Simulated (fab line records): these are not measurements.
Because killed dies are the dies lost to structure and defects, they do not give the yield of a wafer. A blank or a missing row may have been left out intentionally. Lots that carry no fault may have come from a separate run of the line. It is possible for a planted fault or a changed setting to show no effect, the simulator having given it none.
Chamber matching    flow n5 finfet    N5_BEOL_M4_STRIP_19 on rie diel-04 has 4 sister chambers
The step strips in O2. 8 wafers are shown with their chamber, then 10 later ones without.

== WAFERS PAIRED WITH THEIR CHAMBERS ==
wafer   chamber  drypump motor current A (A)  showerhead plenum p Torr (Torr)
L086.4  0        5.9                          1.97
L087.1  2        4.8                          2.05
L088.6  0        5.9                          1.97
L089.3  3        5.6                          1.97
L089.4  2        4.8                          2.05
L089.5  1        5.3                          2.15
L091.1  3        5.7                          1.97
L091.3  1        5.3                          2.14

== WAFERS WITHOUT THEIR CHAMBER ==
wafer   drypump motor current A (A)  showerhead plenum p Torr (Torr)
L091.4  4.8                          2.05
L093.1  5.6                          1.96
L093.2  5.9                          1.97
L093.3  4.8                          2.04
L094.4  5.6                          1.96
L094.5  4.8                          2.04
L094.6  5.3                          2.14
L095.2  5.9                          1.97
L095.4  5.6                          1.96
L095.5  4.8                          2.04

== THE CHAMBER EACH PASSED THROUGH ==
wafer   from the rows above  in truth
L091.4  2                    2
L093.1  3                    3
L093.2  0                    0
L093.3  2                    2
L094.4  3                    3
L094.5  2                    2
L094.6  1                    1
L095.2  0                    0
L095.4  3                    3
L095.5  2                    2
Correct placement for 10 of the 10. Can't be placed from these rows: 0. Number placed wrongly: 0.
How it was worked out, from the rows above alone: a wafer's distance from a chamber is the root of the sum, over the readings, of the square of ((its reading less the chamber's mean) divided by the reading's scatter). If the next closest chamber is less than 2 further off than the closest, the wafer can't be placed; otherwise it belongs to the closest. The mean given for a chamber averages the wafers shown for that chamber. The scatter: take each reading less its chamber's mean, square it, sum over the shown wafers, divide by the number of wafers less the number of chambers, and take the root.
